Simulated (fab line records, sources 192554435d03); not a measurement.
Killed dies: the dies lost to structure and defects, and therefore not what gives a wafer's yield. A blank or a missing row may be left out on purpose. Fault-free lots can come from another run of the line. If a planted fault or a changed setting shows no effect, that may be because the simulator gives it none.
Which tool was responsible? / flow n5Finfet / 36 wafers from 12 lots sampled at 2 of the route's 1938 steps

== WHAT EACH GAUGE READ, for each wafer ==
N5_BEOL_M12_INSPECT_55: inspects for defects (darkfield).
lot=L075; measured=day 11 19:42; on=defectInspect-01; rawDefectCount=35 47 49
lot=L079; measured=day 12 08:40; on=defectInspect-02; rawDefectCount=72 86 69
lot=L078; measured=day 13 06:24; on=defectInspect-01; rawDefectCount=63 103 84
lot=L082; measured=day 13 20:36; on=defectInspect-01; rawDefectCount=86 87 74
lot=L084; measured=day 14 10:08; on=defectInspect-01; rawDefectCount=113 114 104
lot=L085; measured=day 15 06:27; on=defectInspect-02; rawDefectCount=59 50 55
lot=L088; measured=day 15 11:26; on=defectInspect-01; rawDefectCount=79 54 39
lot=L087; measured=day 15 20:20; on=defectInspect-01; rawDefectCount=88 61 75
lot=L091; measured=day 16 14:53; on=defectInspect-02; rawDefectCount=97 78 90
lot=L094; measured=day 17 01:14; on=defectInspect-02; rawDefectCount=148 108 108
lot=L095; measured=day 17 04:47; on=defectInspect-01; rawDefectCount=97 172 101
lot=L097; measured=day 18 08:49; on=defectInspect-02; rawDefectCount=91 116 62

== WHAT TOOL EACH LOT RAN ON (gives the tool, then ch and the chambers of the sampled wafers, and finally the start) ==
lot=L075; N5_BEOL_M12_DEP_53=pecvd-01 ch 0,1, day 11 19:37
lot=L079; N5_BEOL_M12_DEP_53=pecvd-02 ch 1,2, day 12 08:34
lot=L078; N5_BEOL_M12_DEP_53=pecvd-01 ch 0,1,2, day 13 06:19
lot=L082; N5_BEOL_M12_DEP_53=pecvd-02 ch 1,2, day 13 20:31
lot=L084; N5_BEOL_M12_DEP_53=pecvd-01 ch 1,2, day 14 10:02
lot=L085; N5_BEOL_M12_DEP_53=pecvd-01 ch 0,1,2, day 15 06:22
lot=L088; N5_BEOL_M12_DEP_53=pecvd-04 ch 1,2, day 15 11:19
lot=L087; N5_BEOL_M12_DEP_53=pecvd-02 ch 0,1,2, day 15 20:14
lot=L091; N5_BEOL_M12_DEP_53=pecvd-01 ch 0,1, day 16 14:48
lot=L094; N5_BEOL_M12_DEP_53=pecvd-04 ch 0,1, day 17 01:08
lot=L095; N5_BEOL_M12_DEP_53=pecvd-01 ch 0,2, day 17 04:40
lot=L097; N5_BEOL_M12_DEP_53=pecvd-02 ch 0,1, day 18 08:44
- N5_BEOL_M12_DEP_53: deposits SiCN from 3MS/NH3, target thk 30 nm, time 10.5 s.

== THE ANSWER, worked out from the rows above alone ==
Rule: usual is defined by the lots themselves. Put in order of their means at a reading, lots are off if they are a third of the lots or fewer, leave a main group of 4 or more, and stand apart from it by a gap of 3 or more times the standard deviation of the main group's means; of several such gaps the widest counts. A main group is skipped when, at the precision printed for the reading in the tables above, its means are all equal. A lot without any number at a reading at which 4 lots or more have one is off too. Where the step has rows for the other lots, those lots are counted as sound.
Across all readings shown, no lot is off: no conclusion can be drawn from this.

== WHAT WAS PUT IN BY THE SIMULATOR ==
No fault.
